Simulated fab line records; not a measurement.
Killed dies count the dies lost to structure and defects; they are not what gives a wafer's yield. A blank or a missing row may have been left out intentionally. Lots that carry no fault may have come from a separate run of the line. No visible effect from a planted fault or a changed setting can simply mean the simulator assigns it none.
Which of the tools did it?    flow n5-finfet    at 1 step of a route of 1938, 12 lots with 36 wafers sampled

## WHAT EACH GAUGE READ, for each wafer
N5_BEOL_M9_INSPECT_30: inspects for defects (brightfield).
lot   measured      on                 raw-defect-count
L179  day 10 00:57  defect-inspect-01  343 465 343
L181  day 10 06:27  defect-inspect-01  415 294 439
L182  day 10 13:02  defect-inspect-01  357 438 342
L183  day 10 20:30  defect-inspect-02  503 490 285
L188  day 11 17:28  defect-inspect-02  325 383 306
L187  day 11 20:07  defect-inspect-02  364 602 432
L192  day 13 00:34  defect-inspect-02  359 280 448
L193  day 13 22:07  defect-inspect-01  555 454 442
L195  day 14 07:17  defect-inspect-02  342 332 324
L196  day 14 09:12  defect-inspect-01  554 497 348
L201  day 15 05:49  defect-inspect-02  266 248 372
L202  day 15 09:07  defect-inspect-02  431 430 588

## EACH LOT AND THE TOOL THAT RAN IT (in order: tool; ch and the chambers of the sampled wafers; start)
The record shows no process step preceding these readings.

## WHAT THE TOOLS THEMSELVES READ (means of the sampled wafers that have a number; where no wafer has one, the mark that the record gives instead)
The record holds no such reading with a usual standard deviation.

## THE ANSWER, worked out from the rows above alone
Rule: usual is defined by the lots themselves. Put in order of their means at a reading, lots are off if they are a third of the lots or fewer, leave a main group of 4 or more, and stand apart from it by a gap of 3 or more times the standard deviation of the main group's means; of several such gaps the widest counts. Not used: any main group whose means are identical at the precision the tables above print for the reading. Also off: a lot with no number at a reading for which 4 or more lots have one. All remaining lots with rows at the step are treated as sound. The gauges are gone through in route order, then the tools' own readings, and for those a lot's mean is taken as printed above. The first step at which some lot is off is used, and at that step the reading that is off furthest; a lot without a number counts as furthest.
No lot is off at any reading shown: from this, nothing can be told.

## WHAT HAD BEEN PUT IN BY THE SIMULATOR
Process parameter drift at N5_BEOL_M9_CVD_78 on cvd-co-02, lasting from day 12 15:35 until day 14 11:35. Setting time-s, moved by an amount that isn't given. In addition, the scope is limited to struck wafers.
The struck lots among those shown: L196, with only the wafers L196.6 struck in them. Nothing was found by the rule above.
